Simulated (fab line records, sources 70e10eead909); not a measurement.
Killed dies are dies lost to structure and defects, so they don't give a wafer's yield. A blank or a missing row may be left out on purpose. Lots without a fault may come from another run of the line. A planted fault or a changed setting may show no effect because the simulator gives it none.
A struck lot beside a sound one | flow nand_harc | 15 steps out of a route of 1302
Sound: wafers L930.1, L930.2, L930.4. Struck: wafers L924.2, L924.4, L924.6. The cause comes at the end.
At each step with rows: each side's tool, then ch and its chambers, then its first start. Under that, the readings that differ: sound wafers | struck wafers | difference of the means | sigmas: that difference in standard deviations of wafers without a fault.
alike: readings whose means differ by less than 2 such deviations, and words and numbers that are the same on both sides. not compared: withheld readings, readings that some wafer has no value for, bounds like >300 that may hide the same value, and numbers for which the record gives no deviation and whose values overlap.
The two part at a step that has a row with sigmas, a row that says differs or no value, or rows on one side only. Numbers that don't overlap but have no deviation are shown without sigmas and don't part them. A reading that every wafer of one side lacks parts them only if that side has two wafers or more.

NHARC_A_DECK1_JOINT_CMP_02: polishes SiOx.
  sound on cmp-04 ch 1,2,3, day 18 11:04; struck on cmp-02 ch 0,1,2, day 16 08:21
  alike: motor_current_A
then, 1 step without rows for these wafers: NHARC_A_DECK1_JOINT_SRD_15.
NHARC_A_DECK1_JOINT_DEP_16: deposits SiO2, target thk 45 nm.
  sound on pecvd-04 ch 0,2, day 18 11:28; struck on pecvd-02 ch 0,1,2, day 16 08:44
  alike: heater_power_w, mfc_precursor_sccm, throttle_valve_pct
NHARC_A_DECK1_JOINT_THK_MEAS_17: measures by ellipsometry.
  sound on film_metro-02, day 18 11:43; struck on film_metro-01, day 16 08:58
  alike: thk_nm
NHARC_A_DECK1_JOINT_INSPECT_05:
  sound on defect_inspect-02, day 18 11:46; struck on defect_inspect-02, day 16 09:00
  alike: raw_defect_count
then, 1 step without rows for these wafers: NHARC_A_ONON_D2_DEP_00 (target thk 1000 nm).
NHARC_A_ONON_D2_THK_MEAS_02: measures by ellipsometry.
  sound on film_metro-01, day 18 12:20; struck on film_metro-02, day 16 09:34
  alike: thk_nm
then, 1 step without rows for these wafers: NHARC_A_ONON_D2_DEP_03 (target thk 1000 nm).
NHARC_A_ONON_D2_THK_MEAS_05: measures by ellipsometry.
  sound on film_metro-02, day 18 12:54; struck on film_metro-02, day 16 10:09
  alike: thk_nm
then, 1 step without rows for these wafers: NHARC_A_ONON_D2_DEP_06 (target thk 1000 nm).
NHARC_A_ONON_D2_THK_MEAS_08: measures by ellipsometry.
  sound on film_metro-01, day 18 13:28; struck on film_metro-02, day 16 10:43
  alike: thk_nm
NHARC_A_ONON_D2_DEP_09: target thk 1000 nm.
  sound on pecvd_onon-04 ch 0, day 18 13:32; struck on pecvd_onon-01 ch 0, day 16 10:50
NHARC_A_ONON_D2_THK_MEAS_11: measures by ellipsometry.
  sound on film_metro-01, day 18 14:02; struck on film_metro-01, day 16 11:17
  reading     | sound       | struck         | difference | sigmas
  thk_nm (nm) | 978 977 976 | 1390 1391 1390 | +413       | +38
then, 1 step without rows for these wafers: NHARC_A_ONON_D2_DEP_12 (target thk 1000 nm).
-- the record jumps here: 12 days lie between the struck wafers' starts before and after (it left off in module A_ONON_D2 and takes up again in module END, whose first step shown is number 1302 of the route) --
NHARC_END_SORT_01:
  sound on prober-02 ch 0, day 30 13:07; struck on prober-02 ch 0, day 28 01:56
  reading         | sound | struck      | difference | sigmas
  killed_at_array | 28    | 676 675 670 | +646       | +34
  killed_dies     | 31    | 677 677 677 | +646       | +34
  alike: killed_at_other, killed_at_periphery, killed_open, killed_short

WHERE THEY PART
First at NHARC_A_ONON_D2_THK_MEAS_11; last, within this record, at NHARC_END_SORT_01.

WHY: what the simulator had put in
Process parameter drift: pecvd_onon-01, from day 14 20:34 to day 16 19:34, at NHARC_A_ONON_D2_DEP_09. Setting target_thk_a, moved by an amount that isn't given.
